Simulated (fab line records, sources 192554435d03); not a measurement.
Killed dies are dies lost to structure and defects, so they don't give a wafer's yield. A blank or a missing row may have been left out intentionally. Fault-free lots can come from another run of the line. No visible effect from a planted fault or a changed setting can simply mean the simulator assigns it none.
Matching of chambers || flow n5-finfet || rie-diel-06 running N5_BEOL_M4_STRIP_36: 4 sister chambers
The step strips in N2/H2. 8 wafers are shown with their chamber, then 10 later ones without.

EACH WAFER AND ITS CHAMBER
{"wafer": "L074.2", "chamber": 1, "showerhead-plenum-p-Torr (Torr)": 2.47, "drypump-motor-current-A (A)": 5.62}
{"wafer": "L080.2", "chamber": 1, "showerhead-plenum-p-Torr (Torr)": 2.46, "drypump-motor-current-A (A)": 5.61}
{"wafer": "L085.3", "chamber": 2, "showerhead-plenum-p-Torr (Torr)": 2.68, "drypump-motor-current-A (A)": 5.75}
{"wafer": "L085.6", "chamber": 2, "showerhead-plenum-p-Torr (Torr)": 2.68, "drypump-motor-current-A (A)": 5.73}
{"wafer": "L087.2", "chamber": 3, "showerhead-plenum-p-Torr (Torr)": 2.59, "drypump-motor-current-A (A)": 5.25}
{"wafer": "L087.6", "chamber": 0, "showerhead-plenum-p-Torr (Torr)": 2.69, "drypump-motor-current-A (A)": 5.65}
{"wafer": "L091.3", "chamber": 3, "showerhead-plenum-p-Torr (Torr)": 2.59, "drypump-motor-current-A (A)": 5.25}
{"wafer": "L091.4", "chamber": 0, "showerhead-plenum-p-Torr (Torr)": 2.69, "drypump-motor-current-A (A)": 5.62}

WAFERS WITHOUT THEIR CHAMBER
{"wafer": "L091.6", "showerhead-plenum-p-Torr (Torr)": 2.67, "drypump-motor-current-A (A)": 5.79}
{"wafer": "L092.4", "showerhead-plenum-p-Torr (Torr)": 2.67, "drypump-motor-current-A (A)": 5.73}
{"wafer": "L092.5", "showerhead-plenum-p-Torr (Torr)": 2.45, "drypump-motor-current-A (A)": 5.63}
{"wafer": "L092.6", "showerhead-plenum-p-Torr (Torr)": 2.67, "drypump-motor-current-A (A)": 5.75}
{"wafer": "L095.1", "showerhead-plenum-p-Torr (Torr)": 2.58, "drypump-motor-current-A (A)": 5.28}
{"wafer": "L095.2", "showerhead-plenum-p-Torr (Torr)": 2.68, "drypump-motor-current-A (A)": 5.56}
{"wafer": "L095.3", "showerhead-plenum-p-Torr (Torr)": 2.66, "drypump-motor-current-A (A)": 5.75}
{"wafer": "L095.4", "showerhead-plenum-p-Torr (Torr)": 2.45, "drypump-motor-current-A (A)": 5.63}
{"wafer": "L095.5", "showerhead-plenum-p-Torr (Torr)": 2.45, "drypump-motor-current-A (A)": 5.62}
{"wafer": "L095.6", "showerhead-plenum-p-Torr (Torr)": 2.66, "drypump-motor-current-A (A)": 5.76}

THE CHAMBER EACH PASSED THROUGH
{"wafer": "L091.6", "from the rows above": 2, "in truth": 2}
{"wafer": "L092.4", "from the rows above": 2, "in truth": 2}
{"wafer": "L092.5", "from the rows above": 1, "in truth": 1}
{"wafer": "L092.6", "from the rows above": 2, "in truth": 2}
{"wafer": "L095.1", "from the rows above": 3, "in truth": 3}
{"wafer": "L095.2", "from the rows above": 0, "in truth": 0}
{"wafer": "L095.3", "from the rows above": 2, "in truth": 2}
{"wafer": "L095.4", "from the rows above": 1, "in truth": 1}
{"wafer": "L095.5", "from the rows above": 1, "in truth": 1}
{"wafer": "L095.6", "from the rows above": 2, "in truth": 2}
10 of 10 placed correctly. Left unplaced by these rows: 0. Number placed wrongly: 0.
How it was worked out, from the rows above alone: a wafer's distance from a chamber is the root of the sum, over the readings, of the square of ((its reading less the chamber's mean) divided by the reading's scatter). The wafer belongs to the nearest chamber; if the next one is less than 2 further off, it can't be placed. The mean given for a chamber averages the wafers shown for that chamber. How the scatter is found: for the shown wafers, subtract from each reading the mean of its chamber, square and add these, divide the total by (wafers less chambers), then take the root.
